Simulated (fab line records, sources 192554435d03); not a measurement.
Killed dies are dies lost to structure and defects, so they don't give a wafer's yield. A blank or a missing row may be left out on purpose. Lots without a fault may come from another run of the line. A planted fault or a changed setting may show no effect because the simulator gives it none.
fab line records | flow n5_finfet | part 1 of 2: steps 1 to 28 of 29
record lots=7 wafers=21 last_day=17
route steps=1938 shown BEOL_M9@1438 PASSIVATION@1936
lots that met no fault: from a run of the same line without faults
start_h: hours from the record's first day to the start of the lot's first wafer shown | wait_h: hours since the lot's step before | " the same as in the row above | L1.1+2: a row that stands for several wafers | - no value, or no start given | * or withheld: withheld | < > ~ a bound
route shown NAME@n: a module of which the file shows steps, and the number in the route of the first | usual: mean/standard deviation of fault-free wafers | same: alike in all rows | chamber/n: place in a boat | sites: the reading at each site | _std_site: their standard deviation | _edge_site: outer sites' mean less inner sites' | radius_mm: how far each site lies from the wafer's centre | mask NAME#n: copy n | behind: the tool/chamber that last shaped the wafer | hold: why the lot was held/for how many hours/how that ended | device: the transistor (n, p or np) that didn't switch | end of line: the same wafers' tests at the end of the route | a step without rows: its recipe alone | killed: dies lost to structure and defects at the first sort, not the wafer's yield | map: a wafer's dies, x killed, . not, _ none there
set.NAME: the setting as run; set.NAME@STEP: as run at that earlier step | model.NAME: the simulator's own value behind a step, which no gauge read
lots at some steps of the route; a table a step, a row a wafer
services: from which hour (start_h, from the record's first day; less than 0 if before it) a tool's chamber was out of use, for how many hours, and why
## steps
# step N5_BEOL_M9_ETCH_76
# recipe chemistry=N2/H2 target=underlayer target_depth_a=65 mask_material=CAR-EUV time_s=5.2 ion_energy_ev=200 pressure_mtorr=30 source_w=840 bias_w=150 n2_flow_sccm=200 h2_flow_sccm=200 ends=cleared
# step N5_BEOL_M9_ETCH_65
# recipe chemistry=CF4 target=SiARC target_depth_a=156 mask_material=CAR-EUV time_s=26 ion_energy_ev=80 pressure_mtorr=40 source_w=545 bias_w=36 Ar_flow_sccm=100 cf4_flow_sccm=100 ends=cleared
# step N5_BEOL_M9_ETCH_66
# recipe chemistry=N2/H2 target=SOC target_depth_a=800 overetch_a=160 mask_material=SiARC temp_c=40 time_s=120 ion_energy_ev=200 pressure_mtorr=30 source_w=840 bias_w=150 n2_flow_sccm=200 h2_flow_sccm=200
# usual drypump_motor_current_A=5.6/0.52 oes_product_au=0.61/0.061 rf_vpp_V=522.9/2.1 showerhead_plenum_p_Torr=2.50/0.076 throttle_valve_pct=17.75/0.2
# same time_s=120
# columns lot.wafer tool chamber start_h wait_h drypump_motor_current_A oes_product_au rf_hours_counter_h rf_vpp_V showerhead_plenum_p_Torr throttle_valve_pct
L426.2 rie_diel-02 1 240.88 0.0 6.1 0.71 18 524.0 2.48 17.56
L426.3 " 2 " " 6.0 0.70 30 521.8 2.48 17.68
L426.5 " 0 " " 5.9 0.54 - 522.6 2.51 17.90
L425.1 rie_diel-02 2 241.74 0.0 6.0 0.69 30 522.9 2.48 17.68
L425.3 " 1 " " 6.0 0.71 19 521.2 2.48 17.56
L425.6 " 2 " " 6.0 0.70 - 522.2 2.48 17.69
L427.1 rie_diel-06 3 243.91 0.0 5.9 0.63 75 523.3 2.46 17.58
L427.2 " 2 " " 5.6 0.52 239 523.1 2.51 17.70
L427.6 " 2 " " 5.6 0.53 - 523.1 2.51 17.71
L434.2 rie_diel-01 0 297.60 0.0 5.8 0.55 188 526.6 2.63 18.15
L434.3 " 3 " " 4.7 0.60 129 520.0 2.45 17.66
L434.6 " 0 " " 5.8 0.55 - 525.6 2.63 18.15
L436.1 rie_diel-01 1 304.37 0.0 5.8 0.55 192 521.4 2.42 17.61
L436.2 " 0 " " 5.8 0.55 191 524.6 2.63 18.16
L436.5 " 0 " " 5.7 0.55 - 526.4 2.63 18.14
L437.3 rie_diel-01 2 322.89 0.0 4.9 0.59 114 522.1 2.46 17.69
L437.4 " 3 " " 4.7 0.60 137 521.7 2.45 17.70
L437.5 " 3 " " 4.7 0.59 - 522.2 2.45 17.68
L441.2 rie_diel-02 0 338.71 0.0 5.9 0.73 7 523.1 2.50 17.51
L441.3 " 2 " " 6.0 0.66 62 522.5 2.47 17.76
L441.6 " 1 " " 6.1 0.66 - 522.3 2.47 17.61
# step N5_BEOL_M9_STRIP_69
# recipe chemistry=N2/H2 temp_c=40 n2_flow_sccm=200 h2_flow_sccm=200 rf_frequency_hz=6e+07
# step N5_BEOL_M9_STRIP_77
# recipe chemistry=N2/H2 temp_c=40 n2_flow_sccm=200 h2_flow_sccm=200 rf_frequency_hz=6e+07
# step N5_BEOL_M9_VIA_ETCH_34
# recipe chemistry=C4F6/O2 target=SiCOH_lowk target_depth_a=1824 mask_material=SOC taper_deg=4 time_s=68.4 ion_energy_ev=250 pressure_mtorr=30 source_w=345 bias_w=185 Ar_flow_sccm=300 C4F6_flow_sccm=10 O2_flow_sccm=10
# step N5_BEOL_M9_STRIP_73
# recipe chemistry=C4F6/O2 resist=SiARC rf_frequency_hz=6e+07
# step N5_BEOL_M9_STRIP_36
# recipe chemistry=N2/H2 power_w=450 temp_c=40 pressure_mtorr=20 rf_frequency_hz=6e+07 overash_fraction=0.3 bias_power_w=7 h2_frac=0.5 n2_flow_sccm=200 h2_flow_sccm=200
# step N5_BEOL_M9_TRENCH_ETCH_37
# recipe chemistry=C4F6/O2 target_depth_a=1514.3 target=SiCOH_lowk time_s=49 ion_energy_ev=250 pressure_mtorr=30 source_w=345 bias_w=185 Ar_flow_sccm=300 C4F6_flow_sccm=10 O2_flow_sccm=10
# step N5_BEOL_M9_ETCH_41
# recipe chemistry=CH3F/O2 target=SiCN target_depth_a=366 taper_deg=2 time_s=70.1 ion_energy_ev=120 mask_material=TiN pressure_mtorr=30 source_w=395 bias_w=75 Ar_flow_sccm=150 CH3F_flow_sccm=30 O2_flow_sccm=20
# step N5_BEOL_M9_STRIP_80
# recipe chemistry=N2/H2 time_s=10 power_w=450 temp_c=40 pressure_mtorr=20 rf_frequency_hz=6e+07 bias_power_w=7 n2_flow_sccm=200 h2_flow_sccm=200
# usual bias_power_w=6.999/0.023 chamber_pressure_mTorr=19.999/0.026 drypump_motor_current_A=5.6/0.52 oes_product_au=0.79/0.085 rf_vpp_V=59.2/0.85 showerhead_plenum_p_Torr=2.50/0.076 throttle_valve_pct=23.58/0.26
# same time_s=10
# columns lot.wafer tool chamber start_h wait_h bias_power_w chamber_pressure_mTorr drypump_motor_current_A oes_product_au rf_hours_counter_h rf_vpp_V showerhead_plenum_p_Torr throttle_valve_pct
L426.2 rie_diel-02 1 - - 7.009 19.969 6.0 0.93 18 59.2 2.48 23.32
L426.3 " 2 " " 6.996 20.029 6.0 0.92 30 59.2 2.48 23.57
L426.5 " 0 " " 7.000 19.993 5.9 0.70 - 59.1 2.50 23.65
L425.1 rie_diel-02 2 - - 6.994 19.974 6.0 0.92 30 58.6 2.48 23.54
L425.3 " 1 " " 6.977 19.997 6.1 0.94 19 59.2 2.48 23.32
L425.6 " 2 " " 6.993 20.010 6.0 0.93 - 59.5 2.48 23.53
L427.1 rie_diel-06 3 - - 6.957 19.968 5.9 0.83 75 58.7 2.46 23.44
L427.2 " 2 " " 6.962 20.002 5.7 0.68 239 61.9 2.51 23.46
L427.6 " 2 " " 6.955 20.031 5.7 0.68 - 58.7 2.51 23.47
L434.2 rie_diel-01 0 - - 6.999 19.989 5.7 0.73 188 59.1 2.63 24.08
L434.3 " 3 " " 7.020 20.016 4.6 0.79 129 59.2 2.45 23.45
L434.6 " 0 " " 7.015 19.966 5.8 0.72 - 59.8 2.63 24.09
L436.1 rie_diel-01 1 - - 6.955 19.998 5.8 0.71 192 58.1 2.42 23.37
L436.2 " 0 " " 6.978 19.994 5.7 0.71 191 59.5 2.63 24.11
L436.5 " 0 " " 6.981 19.973 5.7 0.72 - 59.8 2.63 24.11
L437.3 rie_diel-01 2 - - 7.003 19.979 4.9 0.76 114 58.7 2.46 23.58
L437.4 " 3 " " 7.003 20.036 4.7 0.78 137 58.4 2.44 23.48
L437.5 " 3 " " 7.007 20.010 4.7 0.78 - 59.0 2.44 23.45
L441.2 rie_diel-02 0 - - 6.995 20.014 5.9 0.97 7 58.0 2.49 23.31
L441.3 " 2 " " 6.989 19.987 6.0 0.88 62 59.2 2.46 23.58
L441.6 " 1 " " 6.994 19.981 6.1 0.88 - 58.4 2.47 23.37
# step N5_BEOL_M9_OCD_MEAS_38
# usual trench_depth_nm=151.4/2.1
# columns lot.wafer tool chamber start_h wait_h trench_depth_nm
L426.2 ocd-01 - 241.26 - 153.2
L426.3 " - " " 154.8
L426.5 " - " " 152.2
L425.1 ocd-01 - 242.12 - 155.0
L425.3 " - " " 154.6
L425.6 " - " " 152.6
L427.1 ocd-02 - 244.29 - 153.0
L427.2 " - " " 148.2
L427.6 " - " " 146.5
L434.2 ocd-02 - 297.98 - 150.0
L434.3 " - " " 150.5
L434.6 " - " " 150.1
L436.1 ocd-01 - 304.75 - 147.6
L436.2 " - " " 149.6
L436.5 " - " " 148.5
L437.3 ocd-02 - 323.27 - 151.5
L437.4 " - " " 151.1
L437.5 " - " " 152.2
L441.2 ocd-01 - 339.09 - 154.8
L441.3 " - " " 152.0
L441.6 " - " " 151.2
# step N5_BEOL_M9_HM_STRIP_39
# recipe chemistry=peroxide_tin_strip material=TiN target_depth_a=250 temp_c=50 time_s=158
# usual bath_guard_temp_C=50.0/0.5 bath_heat_duty_pct=7.3/0.87 time_s=158/0
# columns lot.wafer tool chamber start_h wait_h bath_guard_temp_C bath_heat_duty_pct time_s model.TiN_of_BEOL_M9_HM_DEP_02.thk_nm
L426.2 wet_bench-04 7 241.29 0.0 - - - 15.8
L426.3 " 2 " " - - - 15.8
L426.5 " 1 " " - - - 15.8
L425.1 wet_bench-03 1 242.15 0.0 - - - 15.8
L425.3 " 3 " " - - - 15.8
L425.6 " 4 " " - - - 15.8
L427.1 wet_bench-03 3 244.32 0.0 - - - 16
L427.2 " 0 " " - - - 16
L427.6 " 2 " " - - - 16.2
L434.2 wet_bench-06 1 298.01 0.0 49.7 7.5 158 0
L434.3 " 7 " " 49.6 8.6 158 0
L434.6 " 2 " " 50.7 7.4 158 0
L436.1 wet_bench-06 7 304.78 0.0 50.2 8.3 158 0
L436.2 " 6 " " 49.7 7.6 158 0
L436.5 " 1 " " 50.2 7.1 158 0
L437.3 wet_bench-04 6 323.30 0.0 49.8 6.1 158 0
L437.4 " 3 " " 50.2 7.2 158 0
L437.5 " 5 " " 50.5 6.8 158 0
L441.2 wet_bench-06 3 339.12 0.0 50.1 6.2 158 0
L441.3 " 6 " " 50.0 7.5 158 0
L441.6 " 2 " " 51.1 7.7 158 0
# step N5_BEOL_M9_SRD_40
# recipe time_s=30 temp_c=23 rinse_liquid=diw dry=ipa_marangoni
# step N5_BEOL_M9_PRECLEAN_42
# recipe chemistry=residue_remover time_s=60 temp_c=40
# same time_s=60
# columns lot.wafer tool chamber start_h wait_h model.TiN_of_BEOL_M9_HM_DEP_02.thk_nm
L426.2+3+5 wet_bench-04 7,2,1 241.35 0.0 4.8
L425.1+3+6 wet_bench-03 1,3,4 242.21 0.0 4.8
L427.1+2 wet_bench-03 3,0 244.38 0.0 5
L427.6 " 2 " " 5.2
L434.2+3+6 wet_bench-06 1,7,2 298.07 0.0 0
L436.1+2+5 wet_bench-06 7,6,1 304.84 0.0 0
L437.3+4+5 wet_bench-04 6,3,5 323.36 0.0 0
L441.2+3+6 wet_bench-06 3,6,2 339.19 0.0 0
# step N5_BEOL_M9_SRD_43
# recipe time_s=30 temp_c=23 rinse_liquid=diw dry=ipa_marangoni
# step N5_BEOL_M9_CD_MEAS_35
# recipe target_cd_nm=70 target_cd_y_nm=40 polarity=opening
# usual cd_nm=70.3/0.54
# columns lot.wafer tool chamber start_h wait_h cd_nm
L426.2 cd_sem-03 - 241.41 0.0 70.1
L426.3 " - " " 70.8
L426.5 " - " " 70.2
L425.1 cd_sem-01 - 242.27 0.0 70.4
L425.3 " - " " 70.6
L425.6 " - " " 70.7
L427.1 cd_sem-02 - 244.44 0.0 70.2
L427.2 " - " " 70.4
L427.6 " - " " 70.3
L434.2 cd_sem-03 - 298.13 0.0 70.8
L434.3 " - " " 70.3
L434.6 " - " " 69.7
L436.1 cd_sem-03 - 304.90 0.0 71.1
L436.2 " - " " 70.9
L436.5 " - " " 70.8
L437.3 cd_sem-03 - 323.43 0.0 69.1
L437.4 " - " " 70.0
L437.5 " - " " 69.9
L441.2 cd_sem-01 - 339.24 0.0 70.2
L441.3 " - " " 70.1
L441.6 " - " " 69.5
# step N5_BEOL_M9_CURE_72
# recipe temp_c=370 time_s=120 ambient=DMADMS/He material=SiCOH_lowk
# step N5_BEOL_M9_DEGAS_44
# recipe ambient=vacuum temp_c=250 time_s=60
# step N5_BEOL_M9_PRE_CLEAN_45
# recipe gas=H2/He time_s=30 temp_c=250
# step N5_BEOL_M9_ALD_74
# recipe material=TaN target_thk_a=20 temp_c=275 ald_precursor_family=PDMAT ald_co_reactant=NH3 pressure_torr=3 carrier_flow_sccm=1500 pulse_time_s=2 purge_time_s=3 co_reactant_purge_time_s=2 co_reactant_pulse_time_s=3 ald_cycles=40 precursor_vessel_temp_c=75 precursor_vessel_pressure_torr=26.25 precursor_vessel_carrier_sccm=1000
# usual heater_power_w=422/26
# columns lot.wafer tool chamber start_h wait_h heater_power_w
L426.2 ald_metal-02 1 241.94 0.0 423
L426.3 " 3 " " 409
L426.5 " 2 " " 406
L425.1 ald_metal-01 0 244.64 0.0 449
L425.3 " 1 " " 408
L425.6 " 2 " " 414
L427.1 ald_metal-04 3 245.49 0.1 490
L427.2 " 1 " " 413
L427.6 " 2 " " 422
L434.2 ald_metal-04 3 299.09 0.0 479
L434.3 " 2 " " 423
L434.6 " 3 " " 477
L436.1 ald_metal-01 3 305.84 0.3 407
L436.2 " 0 " " 426
L436.5 " 3 " " 410
L437.3 ald_metal-01 2 323.90 0.1 420
L437.4 " 1 " " 417
L437.5 " 3 " " 410
L441.2 ald_metal-04 3 339.77 0.0 487
L441.3 " 2 " " 425
L441.6 " 1 " " 419
# step N5_BEOL_M9_SURFACE_TREAT_79
# recipe gas=Ar time_s=* ion_energy_ev=* ion_current_ma_cm2=0.5 pressure_mtorr=* ar_flow_sccm=30
# step N5_BEOL_M9_CVD_78
# recipe material=Co target_thk_a=20 temp_c=withheld precursor=CCTBA/H2 pressure_torr=30 time_s=138.9
# step N5_BEOL_M9_SPUTTER_48
# recipe material=Cu target_thk_a=120 temp_c=-20 bias_v=60 power_w=26000 chamber_pressure_pa=0.13 time_s=2
# usual cathode_dc_power_W=26001/4.8 throttle_valve_pct=30.0/0.97
# same time_s=2
# columns lot.wafer tool chamber start_h wait_h cathode_dc_power_W throttle_valve_pct
L426.2 pvd_sputter-02 - 242.53 0.1 26000 28.8
L426.3 " - " " 25998 28.9
L426.5 " - " " 26000 29.2
L425.1 pvd_sputter-03 - 245.23 0.1 26006 30.2
L425.3 " - " " 26004 31.7
L425.6 " - " " 26000 31.8
L427.1 pvd_sputter-03 - 246.11 0.1 26001 31.6
L427.2 " - " " 25997 29.5
L427.6 " - " " 26004 29.4
L434.2 pvd_sputter-03 - 299.67 0.1 25992 29.7
L434.3 " - " " 25991 29.3
L434.6 " - " " 25999 29.1
L436.1 pvd_sputter-02 - 306.52 0.1 25993 29.8
L436.2 " - " " 25997 29.0
L436.5 " - " " 26001 29.1
L437.3 pvd_sputter-02 - 324.45 0.1 26008 29.5
L437.4 " - " " 25992 29.2
L437.5 " - " " 25997 28.8
L441.2 pvd_sputter-02 - 340.49 0.1 25995 29.8
L441.3 " - " " 26002 29.0
L441.6 " - " " 26002 29.9
# step N5_BEOL_M9_ECD_50
# recipe material=Cu target_thk_a=3180
# step N5_BEOL_M9_ANNEAL_51
# recipe temp_c=225 time_s=90 ambient=N2
# usual anneal_temp_c_max=226.28/0.26 wafer_temp_C_max=226.0/0.39
# same time_s=90
# columns lot.wafer tool chamber start_h wait_h anneal_temp_c_max wafer_temp_C_max
L426.2 rtp_anneal-02 0 242.99 0.3 226.44 226.2
L426.3 " 0 " " 226.29 226.1
L426.5 " 0 " " 226.11 226.2
L425.1 rtp_anneal-01 0 245.46 0.1 226.49 226.3
L425.3 " 0 " " 226.51 225.7
L425.6 " 0 " " 226.27 225.6
L427.1 rtp_anneal-01 0 246.36 0.1 226.93 226.0
L427.2 " 0 " " 226.42 225.4
L427.6 " 0 " " 226.28 225.4
L434.2 rtp_anneal-02 0 299.97 0.2 226.62 226.6
L434.3 " 0 " " 226.56 226.1
L434.6 " 0 " " 226.11 226.5
L436.1 rtp_anneal-02 0 306.74 0.1 226.17 226.1
L436.2 " 0 " " 225.94 226.2
L436.5 " 0 " " 226.16 226.4
L437.3 rtp_anneal-01 0 324.89 0.3 226.59 225.7
L437.4 " 0 " " 226.47 225.7
L437.5 " 0 " " 226.25 225.8
L441.2 rtp_anneal-02 0 340.76 0.1 226.23 225.8
L441.3 " 0 " " 226.55 225.7
L441.6 " 0 " " 226.42 226.9
# step N5_BEOL_M9_CMP_52
# recipe stop_on=SiCOH_lowk t_overpolish_s=7 down_force_psi=1 platen_rpm=50 clearing_platen_down_force_psi=1.5 clearing_platen_rpm=50 post_cmp_clean=cu_alkaline target_thk_nm=140 clearing_platen_pad_velocity_m_s=0.99484 pad_velocity_m_s=0.99484
# usual barrier_field_endpoint_s=28.6/0.63 head_pressure_psi=1.0001/0.002 motor_current_A=6.1/0.55 slurry_flow_ml_min=150.0/0.5
# columns lot.wafer tool chamber start_h wait_h barrier_field_endpoint_s head_pressure_psi motor_current_A slurry_flow_ml_min
L426.2 cmp-02 3 243.24 0.2 34.4 1.0004 6.2 149.0
L426.3 " 1 " " 34.4 0.9981 6.3 150.1
L426.5 " 3 " " 33.7 1.0013 5.9 149.6
L425.3 cmp-03 2 245.80 0.2 34.2 1.0029 5.9 150.2
L425.1 " 0 " " 34.0 1.0003 6.1 149.3
L425.6 " 1 " " 34.1 1.0012 6.5 149.9
L427.2 cmp-02 2 246.65 0.2 33.3 0.9992 5.7 150.6
L427.1 " 0 " " 33.9 1.0024 5.0 149.7
L427.6 " 3 " " 35.4 1.0009 6.0 150.0
L434.2 cmp-02 2 300.44 0.4 28.3 0.9952 5.8 150.0
L434.3 " 3 " " 28.7 1.0029 6.1 149.3
L434.6 " 2 " " 28.3 1.0007 5.8 150.0
L436.1 cmp-03 2 307.08 0.3 29.3 1.0005 6.0 150.3
L436.2 " 3 " " 28.6 1.0026 6.7 150.0
L436.5 " 1 " " 29.7 1.0001 6.0 150.6
L437.3 cmp-04 3 325.17 0.2 28.2 1.0028 5.4 149.1
L437.4 " 1 " " 28.8 1.0019 6.5 150.0
L437.5 " 0 " " 28.2 0.9991 7.4 150.6
L441.2 cmp-02 2 341.01 0.2 28.0 1.0007 5.6 149.9
L441.3 " 1 " " 28.6 1.0017 6.1 150.6
L441.6 " 2 " " 29.0 1.0024 5.9 149.3
# step N5_BEOL_M9_THK_MEAS_53
# recipe thk_meas_gauge=xrf reads=Cu_of_BEOL_M9_ECD_50
# usual M9_THK=140.6/2.4
# columns lot.wafer tool chamber start_h wait_h M9_THK[nm]
L426.2 film_metro-01 - 243.54 - 144.0
L426.3 " - " " 143.6
L426.5 " - " " 142.2
L425.1 film_metro-02 - 246.05 - 144.0
L425.3 " - " " 143.6
L425.6 " - " " 141.5
L427.1 film_metro-02 - 246.95 - 142.3
L427.2 " - " " 136.7
L427.6 " - " " 135.9
L434.2 film_metro-02 - 300.70 - 139.5
L434.3 " - " " 138.7
L434.6 " - " " 138.1
L436.1 film_metro-02 - 307.33 - 138.5
L436.2 " - " " 138.5
L436.5 " - " " 139.2
L437.3 film_metro-02 - 325.46 - 141.3
L437.4 " - " " 142.3
L437.5 " - " " 141.5
L441.2 film_metro-02 - 341.31 - 143.4
L441.3 " - " " 139.9
L441.6 " - " " 138.6
## key
first_sign step=N5_BEOL_M9_HM_STRIP_39 reading=tool_record direction=missing
effect step=N5_BEOL_M9_CMP_52 reading=barrier_field_endpoint_s direction=up sigmas=8.9 usual=28.6 struck=34.2
model_effect step=N5_BEOL_M9_HM_STRIP_39 value=TiN_of_BEOL_M9_HM_DEP_02.thk_nm without=0 struck=15.89
model_effect step=N5_BEOL_M9_PRECLEAN_42 value=TiN_of_BEOL_M9_HM_DEP_02.thk_nm without=0 struck=4.889
met_at N5_BEOL_M9_HM_STRIP_39
struck_wafers L425.1,L425.3,L425.6,L426.2,L426.3,L426.5,L427.1,L427.2,L427.6
fault kind=skipped_step_whole tool=wet_bench-03,wet_bench-04 chamber=- onset_h=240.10 steps=N5_BEOL_M9_HM_STRIP_39 scope=struck_lots_only
